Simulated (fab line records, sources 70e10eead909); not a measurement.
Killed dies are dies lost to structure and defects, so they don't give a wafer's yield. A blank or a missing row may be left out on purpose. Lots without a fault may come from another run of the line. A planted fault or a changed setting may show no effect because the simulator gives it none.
fab line records | flow nand_harc | part 2 of 2: steps 20 to 25 of 25
record lots=5 wafers=15 last_day=23
route steps=1159 shown A_STAIRCASE@561
lots that met no fault: from a run of the same line without faults
start_h: hours from the record's first day to the start of the lot's first wafer shown | wait_h: hours since the lot's step before | " the same as in the row above | L1.1+2: a row that stands for several wafers | - no value, or no start given | * or withheld: withheld | < > ~ a bound
route shown NAME@n: a module of which the file shows steps, and the number in the route of the first | usual: mean/standard deviation of fault-free wafers | same: alike in all rows | chamber/n: place in a boat | sites: the reading at each site | _std_site: their standard deviation | _edge_site: outer sites' mean less inner sites' | radius_mm: how far each site lies from the wafer's centre | mask NAME#n: copy n | behind: the tool/chamber that last shaped the wafer | hold: why the lot was held/for how many hours/how that ended | device: the transistor (n, p or np) that didn't switch | end of line: the same wafers' tests at the end of the route | a step without rows: its recipe alone | killed: dies lost to structure and defects at the first sort, not the wafer's yield | map: a wafer's dies, x killed, . not, _ none there
set.NAME: the setting as run; set.NAME@STEP: as run at that earlier step | model.NAME: the simulator's own value behind a step, which no gauge read
lots at some steps of the route; a table a step, a row a wafer
services: from which hour (start_h, from the record's first day; less than 0 if before it) a tool's chamber was out of use, for how many hours, and why
## steps
# step NHARC_A_STAIRCASE_ETCH_188
# recipe target_depth_a=1000 time_s=40.5 ion_energy_ev=400 c4f8_flow_sccm=20 o2_flow_sccm=10 ar_flow_sccm=withheld rf_w=600 bias_w=1000 chemistry=C4F8/O2
# usual bias_w=1000.4/2.9 oes_product_au=0.947/0.013 rf_fwd_power_W=593.3/2.4 rf_vpp_V=898/5.2
# columns lot.wafer tool chamber start_h wait_h bias_w oes_product_au rf_fwd_power_W rf_hours_counter_h rf_vpp_V
L082.3 rie_diel-09 1 - - 998.4 0.949 589.3 11 892
L082.5 " 2 " " 1004.3 0.937 594.4 - 900
L082.6 " 3 " " 1000.2 0.935 592.1 - 898
L084.1 rie_diel-09 0 - - 1002.3 0.941 596.7 8 907
L084.2 " 1 " " 999.0 0.952 591.3 14 889
L084.5 " 3 " " 1003.6 0.930 592.1 - 897
L086.3 rie_diel-07 2 - - 999.7 0.936 592.2 26 903
L086.6 " 0 " " 1003.5 0.942 595.2 - 897
L086.5 " 1 " " 1000.4 0.949 591.2 - 902
L091.1 rie_diel-09 1 - - 1002.4 0.954 587.5 26 891
L091.4 " 3 " " 995.5 0.940 590.3 29 897
L091.5 " 1 " " 1000.8 0.962 590.0 - 890
L092.4 rie_diel-07 1 - - 996.6 0.976 589.5 34 902
L092.1 " 2 " " 998.2 0.940 591.9 36 905
L092.5 " 2 " " 997.7 0.933 593.4 - 903
# step NHARC_A_STAIRCASE_TRIM_189
# recipe time_s=211.2 o2_flow_sccm=500 ar_flow_sccm=0 bias_w=0 chemistry=O2
# usual drypump_motor_current_A=5.6/0.42 mfc_ar_sccm=0.003/0.0098 oes_product_au=1.001/0.0096 rf_vpp_V=57.9/0.93 showerhead_plenum_p_Torr=3.58/0.14 throttle_valve_pct=17.037/0.0091
# same bias_w=0
# columns lot.wafer tool chamber start_h wait_h drypump_motor_current_A mfc_ar_sccm oes_product_au rf_hours_counter_h rf_vpp_V showerhead_plenum_p_Torr throttle_valve_pct
L082.3 rie_diel-09 3 - - 5.4 0 1.001 10 57.1 3.57 17.036
L082.6 " 1 " " 5.0 0.041 0.997 - 57.6 3.38 17.040
L082.5 " 2 " " 6.4 0 1.001 - 58.5 3.63 17.058
L084.2 rie_diel-09 3 - - 5.4 0 1.005 14 58.2 3.57 17.030
L084.1 " 0 " " 5.4 0 1.011 8 58.0 3.80 17.027
L084.5 " 1 " " 5.0 0.041 1.000 - 56.6 3.38 17.037
L086.3 rie_diel-07 3 - - 6.4 0 0.995 27 57.6 3.64 17.045
L086.5 " 3 " " 6.5 0 0.997 - 57.7 3.64 17.057
L086.6 " 0 " " 5.5 0 1.004 - 59.6 3.55 17.045
L091.4 rie_diel-09 3 - - 5.4 0 0.999 29 57.3 3.56 17.030
L091.1 " 2 " " 6.4 0 0.998 28 56.1 3.62 17.042
L091.5 " 3 " " 5.3 0 1.002 - 56.6 3.56 17.035
L092.4 rie_diel-07 0 - - 5.5 0 1.001 36 58.6 3.54 17.025
L092.1 " 3 " " 6.4 0 0.994 37 58.0 3.64 17.029
L092.5 " 0 " " 5.5 0 0.997 - 55.9 3.54 17.044
# step NHARC_A_STAIRCASE_ETCH_190
# recipe target_depth_a=1000 time_s=40.5 ion_energy_ev=400 c4f8_flow_sccm=20 o2_flow_sccm=10 ar_flow_sccm=withheld rf_w=600 bias_w=1000 chemistry=C4F8/O2
# usual bias_w=1000/3.4 oes_product_au=0.944/0.015 rf_fwd_power_W=593.5/2.6 rf_vpp_V=898/4.9
# columns lot.wafer tool chamber start_h wait_h bias_w oes_product_au rf_fwd_power_W rf_hours_counter_h rf_vpp_V
L082.3 rie_diel-09 0 - - 1000 0.933 596.0 5 904
L082.6 " 2 " " 999 0.927 595.8 - 901
L082.5 " 3 " " 1000 0.918 591.1 - 899
L084.1 rie_diel-09 3 - - 999 0.934 593.0 14 898
L084.2 " 2 " " 995 0.950 595.2 14 900
L084.5 " 0 " " 1003 0.932 595.2 - 905
L086.3 rie_diel-07 1 - - 1004 0.952 592.7 25 902
L086.5 " 3 " " 996 0.931 594.5 - 898
L086.6 " 0 " " 992 0.940 596.3 - 897
L091.4 rie_diel-09 1 - - 999 0.961 585.8 26 892
L091.1 " 3 " " 1000 0.934 594.0 29 897
L091.5 " 2 " " 998 0.942 597.7 - 899
L092.4 rie_diel-07 3 - - 997 0.950 597.6 37 900
L092.1 " 2 " " 998 0.940 593.7 36 903
L092.5 " 0 " " 1001 0.948 597.3 - 896
# step NHARC_A_STAIRCASE_TRIM_191
# recipe time_s=211.2 o2_flow_sccm=500 ar_flow_sccm=0 bias_w=0 chemistry=O2
# usual drypump_motor_current_A=5.6/0.41 mfc_ar_sccm=0.003/0.0098 oes_product_au=1.001/0.0093 rf_vpp_V=57.8/0.85 showerhead_plenum_p_Torr=3.58/0.13 throttle_valve_pct=17.037/0.0087
# same bias_w=0
# columns lot.wafer tool chamber start_h wait_h drypump_motor_current_A mfc_ar_sccm oes_product_au rf_hours_counter_h rf_vpp_V showerhead_plenum_p_Torr throttle_valve_pct
L082.3 rie_diel-09 1 - - 5.0 0.041 1.003 11 59.0 3.38 17.042
L082.6 " 2 " " 6.4 0 1.012 - 59.2 3.63 17.037
L082.5 " 3 " " 5.4 0 0.988 - 57.5 3.57 17.030
L084.2 rie_diel-09 3 - - 5.4 0 0.985 14 58.6 3.57 17.053
L084.1 " 2 " " 6.4 0 1.007 14 55.2 3.63 17.035
L084.5 " 0 " " 5.4 0 0.995 - 58.6 3.80 17.028
L086.3 rie_diel-07 0 - - 5.6 0 0.996 26 57.7 3.55 17.039
L086.6 " 3 " " 6.5 0 0.994 - 58.1 3.64 17.036
L086.5 " 0 " " 5.5 0 1.002 - 58.4 3.55 17.028
L091.1 rie_diel-09 3 - - 5.4 0 1.006 29 57.2 3.56 17.040
L091.4 " 0 " " 5.4 0 1.010 21 59.0 3.80 17.028
L091.5 " 1 " " 5.0 0.041 1.001 - 56.7 3.37 17.040
L092.4 rie_diel-07 0 - - 5.5 0 0.990 36 57.7 3.54 17.033
L092.1 " 1 " " 5.7 0.003 0.997 34 58.6 3.67 17.029
L092.5 " 1 " " 5.7 0.003 0.997 - 57.6 3.67 17.026
# step NHARC_A_STAIRCASE_ETCH_192
# recipe target_depth_a=1000 time_s=40.5 ion_energy_ev=400 c4f8_flow_sccm=20 o2_flow_sccm=10 ar_flow_sccm=withheld rf_w=600 bias_w=1000 chemistry=C4F8/O2
# usual bias_w=1000/3.1 oes_product_au=0.942/0.012 rf_fwd_power_W=593.2/2.3 rf_vpp_V=898/5
# columns lot.wafer tool chamber start_h wait_h bias_w oes_product_au rf_fwd_power_W rf_hours_counter_h rf_vpp_V
L082.3 rie_diel-09 1 - - 1002 0.936 588.7 11 890
L082.6 " 2 " " 1004 0.947 594.8 - 901
L082.5 " 3 " " 1002 0.936 592.8 - 898
L084.1 rie_diel-09 1 - - 994 0.937 588.7 14 889
L084.2 " 2 " " 1000 0.940 593.1 14 900
L084.5 " 1 " " 991 0.931 588.6 - 892
L086.3 rie_diel-07 2 - - 997 0.942 596.1 27 906
L086.6 " 1 " " 999 0.947 587.3 - 902
L086.5 " 2 " " 1000 0.937 594.2 - 904
L091.4 rie_diel-09 0 - - 999 0.957 595.0 21 905
L091.1 " 1 " " 1001 0.943 586.8 26 891
L091.5 " 0 " " 999 0.946 596.1 - 906
L092.4 rie_diel-07 1 - - 999 0.931 595.0 35 901
L092.1 " 2 " " 1000 0.943 592.7 36 904
L092.5 " 2 " " 1000 0.931 590.9 - 904
# step NHARC_A_STAIRCASE_TRIM_193
# recipe time_s=211.2 o2_flow_sccm=500 ar_flow_sccm=0 bias_w=0 chemistry=O2
# usual drypump_motor_current_A=5.6/0.41 mfc_ar_sccm=0.003/0.0098 oes_product_au=1.000/0.0099 rf_vpp_V=57.9/0.94 showerhead_plenum_p_Torr=3.58/0.14 throttle_valve_pct=17.037/0.009
# same bias_w=0
# columns lot.wafer tool chamber start_h wait_h drypump_motor_current_A mfc_ar_sccm oes_product_au rf_hours_counter_h rf_vpp_V showerhead_plenum_p_Torr throttle_valve_pct
L082.3 rie_diel-09 2 - - 6.4 0 0.998 12 56.6 3.63 17.022
L082.6 " 2 " " 6.4 0 0.992 - 58.8 3.63 17.052
L082.5 " 3 " " 5.4 0 0.990 - 59.6 3.57 17.019
L084.2 rie_diel-09 0 - - 5.4 0 1.006 8 57.9 3.80 17.042
L084.1 " 1 " " 5.0 0.041 0.990 14 57.4 3.38 17.030
L084.5 " 0 " " 5.4 0 0.996 - 59.1 3.80 17.032
L086.3 rie_diel-07 1 - - 5.7 0.003 0.995 25 58.7 3.68 17.041
L086.5 " 1 " " 5.7 0.003 0.998 - 58.5 3.68 17.019
L086.6 " 2 " " 5.2 0 0.991 - 59.1 3.76 17.018
L091.1 rie_diel-09 2 - - 6.4 0 1.002 29 58.0 3.62 17.041
L091.4 " 0 " " 5.4 0 1.011 21 59.4 3.80 17.041
L091.5 " 2 " " 6.4 0 0.997 - 57.6 3.62 17.041
L092.4 rie_diel-07 1 - - 5.7 0.003 0.995 35 57.9 3.67 17.019
L092.1 " 3 " " 6.4 0 1.000 37 59.5 3.64 17.032
L092.5 " 1 " " 5.6 0.003 1.002 - 57.9 3.67 17.045
## services
# columns tool chamber start_h hours kind
rie_diel-09 0 263.17 - clean
rie_diel-09 0 263.17 - consumable_replace:showerhead
rie_diel-09 1 263.17 - clean
rie_diel-09 1 263.17 - consumable_replace:focus_ring
rie_diel-09 2 263.17 - clean
rie_diel-09 3 263.17 - clean
wet_bench-05 - 263.32 1.5 repair
plasma_asher-01 - 276.74 9.0 pm
krf_scanner-03 - 280.62 1.7 repair
rie_diel-09 0 287.73 - clean
rie_diel-09 1 287.73 - clean
rie_diel-09 2 287.73 - clean
rie_diel-09 3 287.73 - clean
wet_bench-09 - 288.80 8.0 pm
rie_diel-09 0 312.28 - clean
rie_diel-09 1 312.28 - clean
rie_diel-09 2 312.28 - clean
rie_diel-09 3 312.28 - clean
wet_bench-03 - 322.40 8.0 pm
rie_diel-09 0 336.78 - clean
rie_diel-09 1 336.78 - clean
litho_track-02 - 340.00 7.0 pm
krf_scanner-03 - 348.03 0.1 repair
krf_scanner-03 - 348.16 4.0 pm
